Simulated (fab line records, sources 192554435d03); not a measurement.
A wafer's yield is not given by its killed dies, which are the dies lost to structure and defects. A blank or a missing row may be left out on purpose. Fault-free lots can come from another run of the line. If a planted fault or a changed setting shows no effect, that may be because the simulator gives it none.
A struck lot beside a sound one	flow n5-finfet	23 out of 1938 route steps
Sound: these wafers, L221.1, L221.4, L221.6. Wafers L230.1, L230.3, L230.5 were the ones struck. The cause is given at the end.
Each step with rows lists, per side, the tool, then ch with its chambers, then its first start. Under that, the readings that differ: sound wafers	struck wafers	difference of the means	sigmas: that difference in standard deviations of wafers without a fault.
alike: words and numbers the same on both sides, and readings whose means are apart by under 2 such deviations; not compared: readings that were withheld, readings missing a value for some wafer, numbers with overlapping values and no deviation given by the record, and bounds like >300 which may hide the same value.
Wherever a step has rows on one side only, a row that says differs or no value, or a row with sigmas, the two part there. When numbers do not overlap yet have no deviation, they are printed without sigmas and do not part them. A reading that every wafer of one side lacks parts them only if that side has two wafers or more.

first, 3 steps without rows for these wafers: N5_PMOS_HMC_CHANNEL_EPI_EXPOSE_06 (exposes mask PMOS HMC BLK, target cd 240 nm); N5_PMOS_HMC_CHANNEL_EPI_PEB_07 (peb time 60 s); N5_PMOS_HMC_CHANNEL_EPI_DEVELOP_08 (develop time 30 s).
N5_PMOS_HMC_CHANNEL_EPI_CD_MEAS_09: target cd 237.4 nm.
  sound on cd-sem-01 ch 0, day 1 23:56; struck on cd-sem-03 ch 0, day 4 05:13
reading	sound	struck	difference	sigmas
cd-nm (nm)	239.6 237.6 238.4	236.8 235.8 236.3	-2.2	-2
N5_PMOS_HMC_CHANNEL_EPI_OVL_MEAS_10:
  sound on overlay-01 ch 0, day 1 23:58; struck on overlay-02 ch 0, day 4 05:14
  alike: PMOS_HMC_BLK_OVL
N5_PMOS_HMC_CHANNEL_EPI_INSPECT_11: inspects for defects (macro).
  struck on defect-inspect-01, day 4 05:16; sound on defect-inspect-01, day 1 23:59
  alike: raw-defect-count
N5_PMOS_HMC_CHANNEL_EPI_DESCUM_14: chemistry O2, time 7.9 s.
  sound on rie-diel-04 ch 2,3, day 2 00:02; struck on rie-diel-03 ch 0,2,3, day 4 05:38
  alike: drypump-motor-current-A, oes-product-au, rf-fwd-power-W, rf-vpp-V, showerhead-plenum-p-Torr, throttle-valve-pct
  not compared: rf-hours-counter-h
N5_PMOS_HMC_CHANNEL_EPI_ETCH_32: etches BARC in N2/H2, stops on SiO2, target depth 85.8 nm, time 50.3 s.
  sound on rie-diel-04 ch 2,3, day 2 00:04; struck on rie-diel-03 ch 0,2,3, day 4 05:40
  alike: bias-w, drypump-motor-current-A, oes-product-au, rf-fwd-power-W, rf-vpp-V, showerhead-plenum-p-Torr, throttle-valve-pct
  not compared: rf-hours-counter-h
N5_PMOS_HMC_CHANNEL_EPI_HM_OPEN_15: chemistry CHF3/O2, target SiO2, target depth 40.6 nm, time 20.3 s.
  sound on rie-diel-04 ch 2,3, day 2 00:07; struck on rie-diel-03 ch 0,2,3, day 4 05:43
  alike: bias-w, drypump-motor-current-A, oes-product-au, rf-fwd-power-W, rf-vpp-V, showerhead-plenum-p-Torr, throttle-valve-pct
  not compared: rf-hours-counter-h
then, 2 steps without rows for these wafers: N5_PMOS_HMC_CHANNEL_EPI_STRIP_33 (strips in N2/H2); N5_PMOS_HMC_CHANNEL_EPI_STRIP_17 (strips in SPM, time 750 s).
N5_PMOS_HMC_CHANNEL_EPI_ETCH_38: etches SiO2 in CF4, target depth 1.5 nm.
  sound on rie-si-04 ch 1,2, day 2 00:28; struck on rie-si-01 ch 1,2, day 4 06:04
  alike: bias-w, drypump-motor-current-A, oes-product-au, rf-fwd-power-W, throttle-valve-pct
  not compared: rf-hours-counter-h
N5_PMOS_HMC_CHANNEL_EPI_FIN_RECESS_16: chemistry HBr/Cl2, target Si, target depth 54 nm, time 18 s.
  sound on rie-si-04 ch 1,2, day 2 00:29; struck on rie-si-01 ch 1,2, day 4 06:05
reading	sound	struck	difference	sigmas
model.etch.depth-nm (nm)	55.31 53.37 55.13	57.24 56.48 56.82	+2.24	
model.PMOS_HMC_CHANNEL_EPI.feature-depth-nm (nm)	55.31 53.37 55.13	57.24 56.48 56.82	+2.24	
  alike: bias-w, drypump-motor-current-A, mfc-cl2-sccm, oes-product-au, rf-fwd-power-W, throttle-valve-pct
  not compared: rf-hours-counter-h
then, 6 steps without rows for these wafers: N5_PMOS_HMC_CHANNEL_EPI_PRECLEAN_36 (cleans in O3/DIW, time 45 s); N5_PMOS_HMC_CHANNEL_EPI_PRECLEAN_18 (cleans in DHF, time 30 s); N5_PMOS_HMC_CHANNEL_EPI_SRD_19 (time 30 s); N5_PMOS_HMC_CHANNEL_EPI_EPI_20 (deposits SiGe30, target thk 59 nm); N5_PMOS_HMC_CHANNEL_EPI_HM_STRIP_35 (strips SiO2 in dHF, material SiO2, target depth 39.6 nm, time 216 s); N5_PMOS_HMC_CHANNEL_EPI_SRD_39 (time 30 s).
N5_PMOS_HMC_CHANNEL_EPI_CMP_21: polishes SiGe30, target thk 54 nm.
  sound on cmp-03 ch 2,3, day 2 02:00; struck on cmp-02 ch 1,3, day 4 07:38
  alike: motor-current-A
N5_PMOS_HMC_CHANNEL_EPI_THK_MEAS_22:
  struck on film-metro-02, day 4 07:53; sound on film-metro-01, day 2 02:17
reading	sound	struck	difference	sigmas
HMC_CMP_THK (nm)	55.2 53.4 55.2	57.3 56.3 57.0	+2.3	+3
then, 2 steps without rows for these wafers: N5_PMOS_HMC_CHANNEL_EPI_PRECLEAN_40 (cleans in DHF, time 30 s); N5_PASSIVATION_PROBE_49.

== WHERE THEY PART ==
At N5_PMOS_HMC_CHANNEL_EPI_CD_MEAS_09 first; at N5_PMOS_HMC_CHANNEL_EPI_THK_MEAS_22 last (within this record only).

WHY: whatever the simulator had introduced
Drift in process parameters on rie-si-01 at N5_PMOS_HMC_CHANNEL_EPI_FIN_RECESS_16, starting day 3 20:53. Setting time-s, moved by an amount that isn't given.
